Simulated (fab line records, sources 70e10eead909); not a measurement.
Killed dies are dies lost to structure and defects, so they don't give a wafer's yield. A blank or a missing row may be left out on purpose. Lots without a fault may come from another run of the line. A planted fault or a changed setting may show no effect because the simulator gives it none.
Which tool did it? | flow nand_harc | 24 lots, 72 wafers sampled, at 6 steps of a route of 1302

WHAT THE GAUGES READ, wafer by wafer
The record holds no reading of a measuring or inspecting step that can be judged against a usual standard deviation.

WHICH TOOL RAN EACH LOT (tool, then ch and the chambers of the sampled wafers, then the start)
lot  | NHARC_A_CONTACT_ETCH_123             | NHARC_A_CONTACT_ETCH_90            | NHARC_A_CONTACT_ETCH_78                       | NHARC_A_CONTACT_ETCH_124             | NHARC_A_CONTACT_ETCH_131             | NHARC_A_CONTACT_ETCH_106
L074 | har_cap_etch-03 ch 0,1, day 22 08:34 | rie_diel-04 ch 0,1,3, day 22 09:25 | rie_diel-07 ch 1,2, day 22 17:32 or earlier   | har_cap_etch-03 ch 0,1, day 22 17:32 | har_cap_etch-03 ch 0,1, day 22 18:47 | rie_diel-07 ch 0,3, day 22 20:25
L075 | har_cap_etch-02 ch 0,1, day 22 08:56 | rie_diel-04 ch 0,2,3, day 22 09:45 | rie_diel-04 ch 0,1,2, day 22 17:42 or earlier | har_cap_etch-02 ch 0,1, day 22 17:42 | har_cap_etch-02 ch 0,1, day 22 18:58 | rie_diel-07 ch 0,3, day 22 20:43
L077 | har_cap_etch-01 ch 0,1, day 22 12:51 | rie_diel-07 ch 2,3, day 22 13:45   | rie_diel-07 ch 0,2,3, day 23 01:13 or earlier | har_cap_etch-01 ch 1, day 23 01:13   | har_cap_etch-01 ch 1, day 23 02:28   | rie_diel-13 ch 1,2,3, day 23 04:08
L076 | har_cap_etch-01 ch 0,1, day 22 22:10 | rie_diel-07 ch 0,2,3, day 22 22:59 | rie_diel-07 ch 0,2,3, day 23 09:55 or earlier | har_cap_etch-02 ch 0,1, day 23 09:55 | har_cap_etch-02 ch 0,1, day 23 11:10 | rie_diel-07 ch 1,3, day 23 13:09
L078 | har_cap_etch-03 ch 0,1, day 23 02:24 | rie_diel-04 ch 0,1,2, day 23 03:33 | rie_diel-13 ch 1,2,3, day 23 10:42 or earlier | har_cap_etch-03 ch 0,1, day 23 10:42 | har_cap_etch-03 ch 0,1, day 23 12:22 | rie_diel-07 ch 1,2,3, day 23 14:14
L079 | har_cap_etch-02 ch 0,1, day 23 02:53 | rie_diel-07 ch 0,1,2, day 23 03:52 | rie_diel-07 ch 2,3, day 23 12:57 or earlier   | har_cap_etch-02 ch 0,1, day 23 12:57 | har_cap_etch-02 ch 0,1, day 23 14:38 | rie_diel-13 ch 0,2, day 23 16:34
L081 | har_cap_etch-01 ch 0, day 24 07:43   | rie_diel-13 ch 0,2,3, day 24 08:43 | rie_diel-07 ch 0,2, day 24 16:18 or earlier   | har_cap_etch-02 ch 0,1, day 24 16:18 | har_cap_etch-02 ch 0,1, day 24 17:33 | rie_diel-07 ch 0,2,3, day 24 19:10
L080 | har_cap_etch-03 ch 1, day 24 08:40   | rie_diel-07 ch 0,1, day 24 09:34   | rie_diel-04 ch 0,1, day 24 19:38 or earlier   | har_cap_etch-01 ch 1, day 24 19:38   | har_cap_etch-01 ch 1, day 24 20:53   | rie_diel-04 ch 1,2,3, day 24 22:32
L082 | har_cap_etch-03 ch 0,1, day 24 21:47 | rie_diel-13 ch 2,3, day 24 22:46   | rie_diel-13 ch 0,2,3, day 25 06:29 or earlier | har_cap_etch-02 ch 0,1, day 25 06:29 | har_cap_etch-02 ch 0,1, day 25 07:44 | rie_diel-07 ch 1,2, day 25 09:23
L083 | har_cap_etch-02 ch 0,1, day 24 23:01 | rie_diel-13 ch 0,2, day 25 00:01   | rie_diel-04 ch 0,3, day 25 06:56 or earlier   | har_cap_etch-01 ch 0,1, day 25 06:56 | har_cap_etch-01 ch 0,1, day 25 08:12 | rie_diel-07 ch 2,3, day 25 10:07
L084 | har_cap_etch-02 ch 0,1, day 25 17:19 | rie_diel-04 ch 1,2,3, day 25 18:08 | rie_diel-07 ch 1,2,3, day 26 03:20 or earlier | har_cap_etch-02 ch 0,1, day 26 03:20 | har_cap_etch-02 ch 0,1, day 26 04:35 | rie_diel-07 ch 0,2,3, day 26 06:11
L085 | har_cap_etch-03 ch 0,1, day 26 00:17 | rie_diel-07 ch 0,2,3, day 26 01:16 | rie_diel-07 ch 0,1, day 26 08:41 or earlier   | har_cap_etch-03 ch 1, day 26 08:41   | har_cap_etch-03 ch 1, day 26 09:56   | rie_diel-13 ch 0,3, day 26 11:34
L086 | har_cap_etch-01 ch 0,1, day 26 02:35 | rie_diel-07 ch 2,3, day 26 03:33   | rie_diel-07 ch 0,2,3, day 26 10:49 or earlier | har_cap_etch-01 ch 0,1, day 26 10:49 | har_cap_etch-01 ch 0,1, day 26 12:04 | rie_diel-13 ch 0,1, day 26 13:43
L089 | har_cap_etch-02 ch 0,1, day 27 04:05 | rie_diel-13 ch 0,3, day 27 04:58   | rie_diel-07 ch 2,3, day 27 12:13 or earlier   | har_cap_etch-02 ch 0,1, day 27 12:13 | har_cap_etch-02 ch 0,1, day 27 13:28 | rie_diel-07 ch 0,2, day 27 15:05
L088 | har_cap_etch-03 ch 0,1, day 27 04:53 | rie_diel-13 ch 0,1, day 27 05:51   | rie_diel-04 ch 0,1,3, day 27 12:47 or earlier | har_cap_etch-03 ch 0,1, day 27 12:47 | har_cap_etch-03 ch 0,1, day 27 14:27 | rie_diel-07 ch 0,1,3, day 27 16:19
L087 | har_cap_etch-01 ch 0,1, day 27 08:47 | rie_diel-07 ch 0,3, day 27 09:35   | rie_diel-04 ch 1,3, day 27 16:24 or earlier   | har_cap_etch-01 ch 0,1, day 27 16:24 | har_cap_etch-01 ch 0,1, day 27 17:39 | rie_diel-07 ch 2,3, day 27 19:16
L092 | har_cap_etch-02 ch 0, day 28 10:06   | rie_diel-13 ch 2,3, day 28 11:04   | rie_diel-13 ch 0,1,3, day 28 18:02 or earlier | har_cap_etch-02 ch 0,1, day 28 18:02 | har_cap_etch-02 ch 0,1, day 28 19:17 | rie_diel-04 ch 0,2, day 28 20:55
L091 | har_cap_etch-03 ch 0,1, day 28 13:20 | rie_diel-04 ch 0,3, day 28 14:29   | rie_diel-07 ch 2,3, day 28 21:17 or earlier   | har_cap_etch-03 ch 0,1, day 28 21:17 | har_cap_etch-03 ch 0,1, day 28 22:58 | rie_diel-07 ch 2,3, day 29 00:52
L090 | har_cap_etch-01 ch 0,1, day 28 13:41 | rie_diel-07 ch 0,1,3, day 28 14:41 | rie_diel-13 ch 1,2,3, day 28 21:32 or earlier | har_cap_etch-01 ch 0,1, day 28 21:32 | har_cap_etch-01 ch 0,1, day 28 22:48 | rie_diel-04 ch 1,3, day 29 00:25
L093 | har_cap_etch-02 ch 0,1, day 29 15:17 | rie_diel-07 ch 1,2,3, day 29 16:16 | rie_diel-07 ch 1,2,3, day 29 23:56 or earlier | har_cap_etch-03 ch 0,1, day 29 23:56 | har_cap_etch-03 ch 0,1, day 30 01:11 | rie_diel-07 ch 0,2,3, day 30 02:50
L094 | har_cap_etch-01 ch 0,1, day 29 23:08 | rie_diel-07 ch 0,3, day 30 00:06   | rie_diel-07 ch 0,2, day 30 06:55 or earlier   | har_cap_etch-02 ch 0,1, day 30 06:55 | har_cap_etch-02 ch 0,1, day 30 08:11 | rie_diel-07 ch 0,1, day 30 10:30
L096 | har_cap_etch-01 ch 0, day 30 18:08   | rie_diel-07 ch 0,1,3, day 30 19:07 | rie_diel-07 ch 0,2,3, day 31 02:56 or earlier | har_cap_etch-03 ch 0, day 31 02:56   | har_cap_etch-03 ch 0, day 31 04:11   | rie_diel-13 ch 2,3, day 31 05:48
L095 | har_cap_etch-02 ch 0,1, day 30 18:22 | rie_diel-07 ch 0,1,2, day 30 19:16 | rie_diel-13 ch 0,1,3, day 31 04:20 or earlier | har_cap_etch-01 ch 0,1, day 31 04:20 | har_cap_etch-01 ch 0,1, day 31 05:36 | rie_diel-04 ch 0,1,2, day 31 07:15
L097 | har_cap_etch-02 ch 0,1, day 31 07:52 | rie_diel-07 ch 0,1,3, day 31 08:50 | rie_diel-07 ch 0,1,2, day 31 15:40 or earlier | har_cap_etch-03 ch 0,1, day 31 15:40 | har_cap_etch-03 ch 0,1, day 31 16:56 | rie_diel-04 ch 0,2,3, day 31 18:35
- NHARC_A_CONTACT_ETCH_123: etches the open film in C4F8/O2/Ar, time 490 s, target depth 2110 nm.
- NHARC_A_CONTACT_ETCH_90: etches the open film in CH3F/O2, target depth 40 nm, time 85.7 s.
- NHARC_A_CONTACT_ETCH_78: etches the open film in O2/COS, target depth 5300 nm, time 1378 s.
- NHARC_A_CONTACT_ETCH_124: etches the open film in C4F8/O2/Ar, time 140 s, target depth 700 nm.
- NHARC_A_CONTACT_ETCH_131: etches the open film in C4F8/O2/Ar, time 197 s, target depth 1918 nm.
- NHARC_A_CONTACT_ETCH_106: etches the open film in CF4/O2, target depth 90 nm, overetch 9 nm, time 49.5 s.

WHAT THE TOOLS THEMSELVES READ (means of the sampled wafers that have a number; where no wafer has one, the mark that the record gives instead)
NHARC_A_CONTACT_ETCH_90. Usual: bias_w 100.0 W, standard deviation 0.32; drypump_motor_current_A 5.4 A, standard deviation 0.55; oes_product_au 0.946 a.u., standard deviation 0.03; rf_vpp_V 244.1 V, standard deviation 1.7; showerhead_plenum_p_Torr 2.44 Torr, standard deviation 0.1; throttle_valve_pct 20.662 %, standard deviation 0.0096.
lot  | tool        | bias_w (W) | drypump_motor_current_A (A) | oes_product_au (a.u.) | rf_vpp_V (V) | showerhead_plenum_p_Torr (Torr) | throttle_valve_pct (%) | flag
L074 | rie_diel-04 | 100.0      | 5.2                         | 0.925                 | 244.2        | 2.46                            | 20.658                 |
L075 | rie_diel-04 | 99.8       | 5.7                         | 0.922                 | 244.8        | 2.52                            | 20.662                 |
L077 | rie_diel-07 | 99.7       | 5.3                         | 0.952                 | 244.1        | 2.44                            | 20.656                 |
L076 | rie_diel-07 | 100.1      | 5.1                         | 0.931                 | 244.7        | 2.48                            | 20.667                 |
L078 | rie_diel-04 | 100.0      | 5.3                         | 0.928                 | 245.3        | 2.51                            | 20.665                 |
L079 | rie_diel-07 | 100.2      | 5.3                         | 1.009                 | 242.8        | 2.43                            | 20.663                 |
L081 | rie_diel-13 | 100.0      | 5.9                         | 1.008                 | 242.7        | 2.35                            | 20.658                 |
L080 | rie_diel-07 | 100.2      | 5.5                         | 0.946                 | 242.9        | 2.37                            | 20.657                 |
L082 | rie_diel-13 | 99.7       | 6.1                         | 0.924                 | 243.2        | 2.39                            | 20.666                 |
L083 | rie_diel-13 | 99.9       | 5.4                         | 0.937                 | 241.6        | 2.31                            | 20.662                 |
L084 | rie_diel-04 | 99.9       | 5.7                         | 0.944                 | 244.5        | 2.46                            | 20.663                 |
L085 | rie_diel-07 | 100.0      | 5.1                         | 0.936                 | 244.8        | 2.48                            | 20.662                 |
L086 | rie_diel-07 | 99.9       | 5.3                         | 0.939                 | 244.0        | 2.44                            | 20.668                 |
L089 | rie_diel-13 | 100.0      | 6.1                         | 0.953                 | 242.6        | 2.35                            | 20.664                 |
L088 | rie_diel-13 | 100.1      | 5.8                         | 0.927                 | 242.5        | 2.34                            | 20.657                 |
L087 | rie_diel-07 | 100.0      | 4.9                         | 0.930                 | 245.0        | 2.51                            | 20.673                 |
L092 | rie_diel-13 | 100.2      | 6.1                         | 0.935                 | 242.6        | 2.38                            | 20.664                 |
L091 | rie_diel-04 | 100.1      | 5.6                         | 0.917                 | 243.9        | 2.43                            | 20.663                 |
L090 | rie_diel-07 | 99.9       | 5.2                         | 0.952                 | 246.3        | 2.54                            | 20.681                 |
L093 | rie_diel-07 | 100.0      | 5.4                         | 0.962                 | 245.4        | 2.51                            | 20.665                 |
L094 | rie_diel-07 | 100.0      | 4.9                         | 0.925                 | 245.2        | 2.51                            | 20.657                 |
L096 | rie_diel-07 | 99.9       | 5.2                         | 1.000                 | 245.7        | 2.54                            | 20.657                 |
L095 | rie_diel-07 | 100.2      | 5.3                         | 0.938                 | 245.6        | 2.55                            | 20.654                 |
L097 | rie_diel-07 | 99.8       | 5.2                         | 1.006                 | 246.2        | 2.54                            | 20.664                 |

NHARC_A_CONTACT_ETCH_78. Usual: bias_w 299.9 W, standard deviation 0.84; drypump_motor_current_A 5.4 A, standard deviation 0.54; oes_product_au 1.006 a.u., standard deviation 0.01; rf_vpp_V 313.8 V, standard deviation 1.9; showerhead_plenum_p_Torr 3.10 Torr, standard deviation 0.12; throttle_valve_pct 28.330 %, standard deviation 0.0089.
lot  | tool        | bias_w (W) | drypump_motor_current_A (A) | oes_product_au (a.u.) | rf_vpp_V (V) | showerhead_plenum_p_Torr (Torr) | throttle_valve_pct (%) | flag
L074 | rie_diel-07 | 300.0      | 5.5                         | 1.018                 | 313.2        | 3.04                            | 28.334                 |
L075 | rie_diel-04 | 300.0      | 5.3                         | 0.995                 | 314.7        | 3.19                            | 28.329                 |
L077 | rie_diel-07 | 300.4      | 5.1                         | 1.005                 | 313.8        | 3.15                            | 28.335                 |
L076 | rie_diel-07 | 299.4      | 5.1                         | 1.012                 | 314.9        | 3.15                            | 28.327                 |
L078 | rie_diel-13 | 299.6      | 5.8                         | 1.016                 | 313.4        | 3.04                            | 28.330                 |
L079 | rie_diel-07 | 299.2      | 5.2                         | 1.010                 | 313.3        | 3.10                            | 28.317                 |
L081 | rie_diel-07 | 298.9      | 5.0                         | 1.012                 | 316.0        | 3.20                            | 28.320                 |
L080 | rie_diel-04 | 299.0      | 4.8                         | 1.000                 | 314.9        | 3.17                            | 28.329                 |
L082 | rie_diel-13 | 299.9      | 5.9                         | 1.013                 | 312.3        | 2.99                            | 28.327                 |
L083 | rie_diel-04 | 299.7      | 5.3                         | 1.000                 | 314.1        | 3.16                            | 28.329                 |
L084 | rie_diel-07 | 299.8      | 5.4                         | 1.015                 | 313.2        | 3.02                            | 28.333                 |
L085 | rie_diel-07 | 300.2      | 5.4                         | 1.012                 | 311.6        | 3.00                            | 28.333                 |
L086 | rie_diel-07 | 301.5      | 5.1                         | 1.009                 | 313.7        | 3.14                            | 28.336                 |
L089 | rie_diel-07 | 300.1      | 5.3                         | 1.005                 | 314.1        | 3.10                            | 28.331                 |
L088 | rie_diel-04 | 300.4      | 5.2                         | 1.005                 | 314.5        | 3.10                            | 28.339                 |
L087 | rie_diel-04 | 299.7      | 5.5                         | 1.003                 | 313.5        | 3.04                            | 28.336                 |
L092 | rie_diel-13 | 299.9      | 6.1                         | 0.997                 | 313.3        | 3.02                            | 28.335                 |
L091 | rie_diel-07 | 299.8      | 5.2                         | 1.005                 | 313.5        | 3.09                            | 28.328                 |
L090 | rie_diel-13 | 300.5      | 5.8                         | 1.006                 | 313.2        | 3.01                            | 28.325                 |
L093 | rie_diel-07 | 299.7      | 5.4                         | 1.004                 | 315.1        | 3.18                            | 28.339                 |
L094 | rie_diel-07 | 299.1      | 5.0                         | 1.007                 | 314.4        | 3.19                            | 28.336                 |
L096 | rie_diel-07 | 299.9      | 5.1                         | 1.009                 | 313.9        | 3.13                            | 28.333                 |
L095 | rie_diel-13 | 300.1      | 6.1                         | 1.010                 | 312.4        | 3.02                            | 28.339                 |
L097 | rie_diel-07 | 299.4      | 5.3                         | 1.004                 | 314.9        | 3.23                            | 28.335                 |

NHARC_A_CONTACT_ETCH_106. Usual: bias_w 99.9 W, standard deviation 0.32; drypump_motor_current_A 5.4 A, standard deviation 0.52; oes_product_au 1.006 a.u., standard deviation 0.012; rf_vpp_V 197.3 V, standard deviation 1.4; showerhead_plenum_p_Torr 1.32 Torr, standard deviation 0.054; throttle_valve_pct 13.398 %, standard deviation 0.0081.
lot  | tool        | bias_w (W) | drypump_motor_current_A (A) | oes_product_au (a.u.) | rf_vpp_V (V) | showerhead_plenum_p_Torr (Torr) | throttle_valve_pct (%) | flag
L074 | rie_diel-07 | 99.8       | 4.9                         | 1.002                 | 198.7        | 1.37                            | 13.398                 |
L075 | rie_diel-07 | 100.3      | 5.0                         | 1.000                 | 197.6        | 1.34                            | 13.410                 |
L077 | rie_diel-13 | 99.9       | 5.8                         | 1.010                 | 196.8        | 1.30                            | 13.396                 |
L076 | rie_diel-07 | 100.0      | 5.5                         | 1.011                 | 195.8        | 1.26                            | 13.394                 |
L078 | rie_diel-07 | 99.9       | 5.4                         | 1.013                 | 196.1        | 1.29                            | 13.402                 |
L079 | rie_diel-13 | 99.7       | 5.3                         | 1.016                 | 196.7        | 1.25                            | 13.394                 |
L081 | rie_diel-07 | 100.2      | 5.1                         | 1.013                 | 197.8        | 1.35                            | 13.408                 |
L080 | rie_diel-04 | 99.6       | 5.7                         | 1.001                 | 197.5        | 1.34                            | 13.401                 |
L082 | rie_diel-07 | 99.4       | 5.7                         | 1.020                 | 196.5        | 1.26                            | 13.395                 |
L083 | rie_diel-07 | 100.1      | 5.2                         | 1.001                 | 197.4        | 1.32                            | 13.402                 |
L084 | rie_diel-07 | 99.5       | 5.1                         | 1.009                 | 197.9        | 1.35                            | 13.399                 |
L085 | rie_diel-13 | 100.0      | 6.3                         | 1.000                 | 196.6        | 1.30                            | 13.398                 |
L086 | rie_diel-13 | 100.0      | 5.7                         | 1.013                 | 197.1        | 1.29                            | 13.396                 |
L089 | rie_diel-07 | 100.2      | 5.2                         | 1.014                 | 197.8        | 1.35                            | 13.400                 |
L088 | rie_diel-07 | 100.3      | 5.2                         | 0.995                 | 196.7        | 1.31                            | 13.400                 |
L087 | rie_diel-07 | 100.0      | 5.3                         | 1.013                 | 197.9        | 1.33                            | 13.399                 |
L092 | rie_diel-04 | 100.3      | 5.4                         | 0.991                 | 198.5        | 1.38                            | 13.401                 |
L091 | rie_diel-07 | 99.6       | 5.2                         | 1.012                 | 197.9        | 1.32                            | 13.402                 |
L090 | rie_diel-04 | 100.0      | 5.5                         | 1.007                 | 196.7        | 1.30                            | 13.395                 |
L093 | rie_diel-07 | 100.2      | 5.1                         | 1.005                 | 199.2        | 1.34                            | 13.398                 |
L094 | rie_diel-07 | 99.8       | 5.1                         | 0.998                 | 198.4        | 1.40                            | 13.393                 |
L096 | rie_diel-13 | 99.7       | 6.1                         | 1.016                 | 196.8        | 1.29                            | 13.387                 |
L095 | rie_diel-04 | 99.7       | 5.3                         | 0.991                 | 198.6        | 1.35                            | 13.394                 |
L097 | rie_diel-04 | 100.0      | 5.7                         | 0.992                 | 198.2        | 1.35                            | 13.393                 |

THE ANSWER, worked out from the rows above alone
Rule: a lot is off if the mean of its wafers that have a number lies more than 3 standard deviations from the usual mean. A lot without any number at a reading at which 4 lots or more have one is off too. The other lots that the step has rows for count as sound. The gauges are gone through in route order, then the tools' own readings, and for those a lot's mean is taken as printed above. The first step at which some lot is off is used, and at that step the reading that is off furthest; a lot without a number counts as furthest.
No lot is off at any reading shown: from this, nothing can be told.

WHAT THE SIMULATOR HAD PUT IN
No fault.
